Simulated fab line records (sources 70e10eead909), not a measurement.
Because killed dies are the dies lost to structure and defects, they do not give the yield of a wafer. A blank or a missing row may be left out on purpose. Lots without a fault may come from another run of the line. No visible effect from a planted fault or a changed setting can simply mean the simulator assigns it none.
Which tool did it?	flow nand-harc	Sampling: 24 lots, 72 wafers, 6 of 1159 route steps

== WHAT EACH GAUGE READ, for each wafer ==
NHARC_A_ONON_D1_INSPECT_32.
lot	measured	on	raw-defect-count
L074	day 8 07:34	defect-inspect-02	67 80 96
L076	day 8 15:11	defect-inspect-02	109 76 93
L075	day 8 15:10	defect-inspect-01	51 110 60
L077	day 8 21:24	defect-inspect-02	107 87 135
L079	day 8 21:21	defect-inspect-01	60 94 128
L078	day 9 04:14	defect-inspect-02	68 52 71
L080	day 9 12:54	defect-inspect-02	78 114 66
L081	day 9 23:15	defect-inspect-02	53 50 46
L082	day 10 10:10	defect-inspect-01	34 36 61
L084	day 10 10:22	defect-inspect-02	96 58 63
L083	day 10 10:11	defect-inspect-02	50 47 33
L086	day 11 05:48	defect-inspect-01	60 71 43
L087	day 11 06:05	defect-inspect-02	49 64 67
L088	day 11 05:52	defect-inspect-02	75 78 53
L085	day 11 18:11	defect-inspect-01	102 72 73
L089	day 11 23:05	defect-inspect-01	140 97 94
L091	day 12 04:11	defect-inspect-01	50 92 132
L090	day 12 04:04	defect-inspect-02	100 88 96
L092	day 12 19:00	defect-inspect-02	62 78 54
L093	day 12 19:05	defect-inspect-02	37 89 88
L094	day 13 02:35	defect-inspect-02	68 53 36
L096	day 14 04:34	defect-inspect-01	54 61 80
L097	day 13 18:12	defect-inspect-01	101 96 80
L095	day 13 18:20	defect-inspect-01	58 87 80

== WHAT TOOL EACH LOT RAN ON (gives the tool, then ch and the chambers of the sampled wafers, and finally the start) ==
lot	NHARC_P_GATE_DESCUM_13	NHARC_P_GATE_ETCH_104	NHARC_P_GATE_STRIP_76	NHARC_P_M0_DEP_32	NHARC_A_ZERO_WELL_RTA_16
L074	rie-diel-08 ch 0,3, day 4 03:46	rie-diel-04 ch 1,3, day 4 19:32	plasma-asher-02 ch 0,1, day 5 10:13	pecvd-03 ch 0,1,2, day 6 04:31	rtp-anneal-01 ch 0, day 6 20:01
L076	rie-diel-04 ch 0,2, day 4 09:22	rie-diel-08 ch 0,2,3, day 5 01:11	plasma-asher-01 ch 0,1, day 5 16:27	pecvd-03 ch 1,2, day 6 10:25	rtp-anneal-01 ch 0, day 7 02:17
L075	rie-diel-08 ch 0,1,2, day 4 09:27	rie-diel-08 ch 1,2,3, day 5 01:23	plasma-asher-02 ch 0,1, day 5 16:35	pecvd-03 ch 0,2, day 6 11:11	rtp-anneal-02 ch 0, day 7 02:39
L077	rie-diel-06 ch 0,1, day 4 20:49	rie-diel-06 ch 0,2,3, day 5 10:41	plasma-asher-02 ch 0,1, day 6 00:59	pecvd-03 ch 1,2, day 6 15:29	rtp-anneal-02 ch 0, day 7 06:46
L079	rie-diel-04 ch 0,2,3, day 5 03:03	rie-diel-08 ch 2,3, day 5 17:17	plasma-asher-01 ch 0,1, day 6 07:22	pecvd-03 ch 0,1,2, day 6 20:05	rtp-anneal-02 ch 0, day 7 11:34
L078	rie-diel-04 ch 0,1,2, day 5 03:13	rie-diel-08 ch 0,1,3, day 5 17:41	plasma-asher-02 ch 0,1, day 6 07:55	pecvd-03 ch 0,1, day 6 23:29	rtp-anneal-01 ch 0, day 7 14:51
L080	rie-diel-04 ch 1,2, day 5 10:44	rie-diel-06 ch 0,1,3, day 6 04:58	plasma-asher-01 ch 0,1, day 6 19:08	pecvd-01 ch 0,1,2, day 7 11:44	rtp-anneal-01 ch 0, day 8 03:15
L081	rie-diel-04 ch 0,2,3, day 6 01:17	rie-diel-08 ch 0,1,3, day 6 15:05	plasma-asher-02 ch 0,1, day 7 05:35	pecvd-03 ch 0,2, day 7 20:13	rtp-anneal-01 ch 0, day 8 12:32
L082	rie-diel-04 ch 0,1,3, day 6 01:26	rie-diel-08 ch 0,1,3, day 6 15:23	plasma-asher-01 ch 0,1, day 7 05:48	pecvd-03 ch 1,2, day 8 01:51	rtp-anneal-01 ch 0, day 8 17:46
L084	rie-diel-06 ch 1,2,3, day 6 11:40	rie-diel-08 ch 0,1,2, day 7 03:13	plasma-asher-01 ch 0,1, day 7 17:40	pecvd-03 ch 1,2, day 8 06:27	rtp-anneal-02 ch 0, day 8 22:34
L083	rie-diel-06 ch 1,2,3, day 6 11:46	rie-diel-06 ch 0,2, day 7 02:36	plasma-asher-02 ch 0,1, day 7 17:08	pecvd-02 ch 0,2, day 8 05:30	rtp-anneal-02 ch 0, day 8 21:28
L086	rie-diel-04 ch 1,3, day 7 06:46	rie-diel-06 ch 2,3, day 7 22:29	plasma-asher-02 ch 1, day 8 13:06	pecvd-03 ch 0,1, day 9 03:53	rtp-anneal-01 ch 0, day 9 19:45
L087	rie-diel-06 ch 1,3, day 7 06:48	rie-diel-04 ch 2,3, day 7 21:52	plasma-asher-02 ch 0,1, day 8 12:22	pecvd-01 ch 0,1, day 9 01:19	rtp-anneal-02 ch 0, day 9 17:17
L088	rie-diel-08 ch 0,2, day 7 06:50	rie-diel-06 ch 1,2,3, day 7 22:17	plasma-asher-02 ch 0,1, day 8 12:46	pecvd-01 ch 1,2, day 9 01:48	rtp-anneal-01 ch 0, day 9 17:26
L085	rie-diel-04 ch 0,2,3, day 7 06:52	rie-diel-08 ch 1,2,3, day 7 22:07	plasma-asher-01 ch 0,1, day 8 19:05	pecvd-01 ch 0,1,2, day 9 14:23	rtp-anneal-02 ch 0, day 10 06:25
L089	rie-diel-08 ch 1,2, day 7 23:50	rie-diel-04 ch 1,2,3, day 8 15:00	plasma-asher-02 ch 0,1, day 9 05:14	pecvd-01 ch 0,1,2, day 9 22:14	rtp-anneal-02 ch 0, day 10 13:36
L091	rie-diel-06 ch 0,1,3, day 8 05:19	rie-diel-08 ch 0,2, day 8 21:04	plasma-asher-02 ch 0,1, day 9 11:21	pecvd-01 ch 0,1, day 10 01:46	rtp-anneal-02 ch 0, day 10 17:08
L090	rie-diel-08 ch 2,3, day 8 05:28	rie-diel-06 ch 1,2, day 8 21:43	plasma-asher-02 ch 0,1, day 9 12:03	pecvd-02 ch 0,1,2, day 10 02:37	rtp-anneal-02 ch 0, day 10 17:55
L092	rie-diel-06 ch 1,2, day 8 18:22	rie-diel-04 ch 0,1, day 9 08:53	plasma-asher-01 ch 0,1, day 9 23:35	pecvd-01 ch 0,1,2, day 10 19:41	rtp-anneal-02 ch 0, day 11 11:45
L093	rie-diel-04 ch 0,1,2, day 8 18:25	rie-diel-04 ch 0,1,2, day 9 08:11	plasma-asher-02 ch 0,1, day 9 23:25	pecvd-02 ch 0,1, day 10 14:14	rtp-anneal-02 ch 0, day 11 05:40
L094	rie-diel-04 ch 0,2,3, day 8 23:47	rie-diel-08 ch 1,3, day 9 13:52	plasma-asher-01 ch 0,1, day 10 06:35	pecvd-03 ch 0,1,2, day 11 00:10	rtp-anneal-02 ch 0, day 11 15:54
L096	rie-diel-08 ch 0,1,2, day 9 16:37	rie-diel-08 ch 1,2,3, day 10 07:24	plasma-asher-01 ch 0, day 11 05:38	pecvd-02 ch 0,1, day 11 20:23	rtp-anneal-01 ch 0, day 12 11:47
L097	rie-diel-04 ch 1,3, day 9 16:38	rie-diel-06 ch 2,3, day 10 06:45	plasma-asher-01 ch 0,1, day 10 21:13	pecvd-03 ch 0,2, day 11 13:27	rtp-anneal-02 ch 0, day 12 05:35
L095	rie-diel-06 ch 1,2,3, day 9 16:41	rie-diel-08 ch 1,2,3, day 10 07:04	plasma-asher-02 ch 1, day 10 21:45	pecvd-03 ch 0,2, day 11 14:08	rtp-anneal-01 ch 0, day 12 06:10
- NHARC_P_GATE_DESCUM_13: chemistry O2, time 3 s.
- NHARC_P_GATE_ETCH_104: etches the open film in CF4/CHF3, target depth 60 nm.
- NHARC_P_GATE_STRIP_76: strips in O2.
- NHARC_P_M0_DEP_32: deposits SiCN, target thk 30 nm.
- NHARC_A_ZERO_WELL_RTA_16: time 10 s.

== WHAT THE TOOLS THEMSELVES READ (means of the sampled wafers that have a number; where no wafer has one, the mark that the record gives instead) ==
NHARC_P_GATE_DESCUM_13.
lot	tool	drypump-motor-current-A (A)	oes-product-au (a.u.)	rf-vpp-V (V)	showerhead-plenum-p-Torr (Torr)	throttle-valve-pct (%)
L074	rie-diel-08	6.2	1.002	58.6	1.85	11.305
L076	rie-diel-04	5.7	1.006	57.7	1.92	11.316
L075	rie-diel-08	5.8	1.000	57.4	1.93	11.306
L077	rie-diel-06	5.8	1.000	57.6	1.81	11.314
L079	rie-diel-04	5.7	0.991	57.7	1.92	11.311
L078	rie-diel-04	5.6	1.003	57.0	1.89	11.311
L080	rie-diel-04	5.6	1.003	57.2	1.82	11.301
L081	rie-diel-04	5.7	0.997	58.1	2.02	11.304
L082	rie-diel-04	5.7	0.995	58.0	1.97	11.308
L084	rie-diel-06	5.9	1.015	57.7	1.88	11.308
L083	rie-diel-06	5.9	1.014	57.8	1.88	11.309
L086	rie-diel-04	5.7	0.999	58.1	1.93	11.304
L087	rie-diel-06	6.0	1.017	57.5	1.87	11.297
L088	rie-diel-08	5.4	1.001	58.1	1.98	11.315
L085	rie-diel-04	5.8	0.996	58.3	2.01	11.317
L089	rie-diel-08	5.7	0.990	58.0	1.93	11.310
L091	rie-diel-06	5.8	1.008	57.2	1.86	11.306
L090	rie-diel-08	5.3	0.996	57.3	1.97	11.310
L092	rie-diel-06	5.9	1.014	57.1	1.81	11.313
L093	rie-diel-04	5.6	1.004	58.0	1.98	11.311
L094	rie-diel-04	5.8	1.000	58.5	2.01	11.310
L096	rie-diel-08	5.8	0.995	58.6	1.92	11.316
L097	rie-diel-04	5.7	0.992	58.5	1.93	11.310
L095	rie-diel-06	5.9	1.014	57.8	1.87	11.315

NHARC_P_GATE_ETCH_104.
lot	tool	drypump-motor-current-A (A)	oes-product-au (a.u.)	rf-vpp-V (V)	showerhead-plenum-p-Torr (Torr)	throttle-valve-pct (%)
L074	rie-diel-04	5.6	0.931	371.8	1.59	16.798
L076	rie-diel-08	5.8	0.952	370.5	1.57	16.803
L075	rie-diel-08	5.7	0.911	371.2	1.58	16.795
L077	rie-diel-06	5.7	0.925	370.1	1.54	16.808
L079	rie-diel-08	5.8	0.956	370.9	1.56	16.802
L078	rie-diel-08	6.2	0.958	368.5	1.53	16.797
L080	rie-diel-06	5.8	0.937	369.3	1.54	16.807
L081	rie-diel-08	6.2	0.970	369.3	1.53	16.800
L082	rie-diel-08	6.2	0.941	368.6	1.53	16.805
L084	rie-diel-08	5.8	0.972	370.9	1.58	16.800
L083	rie-diel-06	5.6	0.929	367.5	1.49	16.799
L086	rie-diel-06	5.8	0.946	371.3	1.59	16.796
L087	rie-diel-04	5.7	0.931	373.6	1.67	16.806
L088	rie-diel-06	5.9	0.952	368.8	1.55	16.800
L085	rie-diel-08	5.8	0.929	370.8	1.58	16.803
L089	rie-diel-04	5.7	0.941	372.7	1.63	16.805
L091	rie-diel-08	5.4	0.971	371.4	1.62	16.802
L090	rie-diel-06	6.0	0.967	368.1	1.49	16.797
L092	rie-diel-04	5.6	0.960	371.6	1.58	16.814
L093	rie-diel-04	5.6	0.935	373.1	1.62	16.805
L094	rie-diel-08	6.2	0.961	369.4	1.52	16.813
L096	rie-diel-08	5.7	0.920	371.0	1.57	16.804
L097	rie-diel-06	5.7	0.949	369.8	1.54	16.798
L095	rie-diel-08	5.7	0.957	370.0	1.57	16.801

NHARC_P_GATE_STRIP_76.
lot	tool	drypump-motor-current-A (A)	heater-power-w (W)
L074	plasma-asher-02	5.81	319
L076	plasma-asher-01	5.74	353
L075	plasma-asher-02	5.78	334
L077	plasma-asher-02	5.78	332
L079	plasma-asher-01	5.74	335
L078	plasma-asher-02	5.81	321
L080	plasma-asher-01	5.75	352
L081	plasma-asher-02	5.77	340
L082	plasma-asher-01	5.75	350
L084	plasma-asher-01	5.75	335
L083	plasma-asher-02	5.76	332
L086	plasma-asher-02	5.73	353
L087	plasma-asher-02	5.76	330
L088	plasma-asher-02	5.76	332
L085	plasma-asher-01	5.74	336
L089	plasma-asher-02	5.77	340
L091	plasma-asher-02	5.77	337
L090	plasma-asher-02	5.77	344
L092	plasma-asher-01	5.73	336
L093	plasma-asher-02	5.81	324
L094	plasma-asher-01	5.75	353
L096	plasma-asher-01	5.73	358
L097	plasma-asher-01	5.74	354
L095	plasma-asher-02	5.72	360

NHARC_P_M0_DEP_32.
lot	tool	heater-power-w (W)
L074	pecvd-03	572
L076	pecvd-03	643
L075	pecvd-03	580
L077	pecvd-03	625
L079	pecvd-03	624
L078	pecvd-03	635
L080	pecvd-01	664
L081	pecvd-03	569
L082	pecvd-03	634
L084	pecvd-03	601
L083	pecvd-02	677
L086	pecvd-03	563
L087	pecvd-01	633
L088	pecvd-01	594
L085	pecvd-01	625
L089	pecvd-01	616
L091	pecvd-01	633
L090	pecvd-02	659
L092	pecvd-01	649
L093	pecvd-02	600
L094	pecvd-03	585
L096	pecvd-02	554
L097	pecvd-03	592
L095	pecvd-03	546

NHARC_A_ZERO_WELL_RTA_16.
lot	tool	lamp-power-pct (%)	lamp_zone_2_pct (%)	wafer_temp_C_max
L074	rtp-anneal-01	29.6	29.6	1005.2
L076	rtp-anneal-01	29.6	29.6	1004.9
L075	rtp-anneal-02	35.6	35.6	1002.3
L077	rtp-anneal-02	35.6	35.6	1002.6
L079	rtp-anneal-02	35.6	35.6	1002.7
L078	rtp-anneal-01	29.6	29.6	1005.5
L080	rtp-anneal-01	29.6	29.5	1005.4
L081	rtp-anneal-01	29.6	29.6	1004.5
L082	rtp-anneal-01	29.6	29.6	1005.7
L084	rtp-anneal-02	35.6	35.6	1002.5
L083	rtp-anneal-02	35.6	35.6	1002.9
L086	rtp-anneal-01	29.5	29.6	1005.3
L087	rtp-anneal-02	35.6	35.6	1002.1
L088	rtp-anneal-01	29.6	29.5	1004.1
L085	rtp-anneal-02	35.6	35.5	1002.4
L089	rtp-anneal-02	35.6	35.6	1002.7
L091	rtp-anneal-02	35.6	35.6	1002.4
L090	rtp-anneal-02	35.6	35.6	1002.6
L092	rtp-anneal-02	35.6	35.6	1002.5
L093	rtp-anneal-02	35.6	35.7	1002.9
L094	rtp-anneal-02	35.6	35.6	1002.5
L096	rtp-anneal-01	29.6	29.5	1004.9
L097	rtp-anneal-02	35.6	35.6	1002.6
L095	rtp-anneal-01	29.6	29.6	1003.5

== THE ANSWER, worked out from the rows above alone ==
Rule: usual is defined by the lots themselves. The widest of any qualifying gaps counts: lots, ordered by their means at a reading, are off when they make up no more than a third of the lots, leave a main group of 4 or more, and stand apart from it by 3 or more times the standard deviation of that group's means. A main group whose means are all the same, to the digits that the tables above print for the reading, isn't used. Also off: a lot with no number at a reading for which 4 or more lots have one. Where the step has rows for the other lots, those lots are counted as sound. First the gauges in route order, then the tools' own readings, where a lot's mean is used as printed above. At the first step where some lot is off, the reading lying furthest off is the one used; lots without a number count as furthest.
No lot is off at any reading shown: from this, nothing can be told.

== WHAT THE SIMULATOR PUT IN ==
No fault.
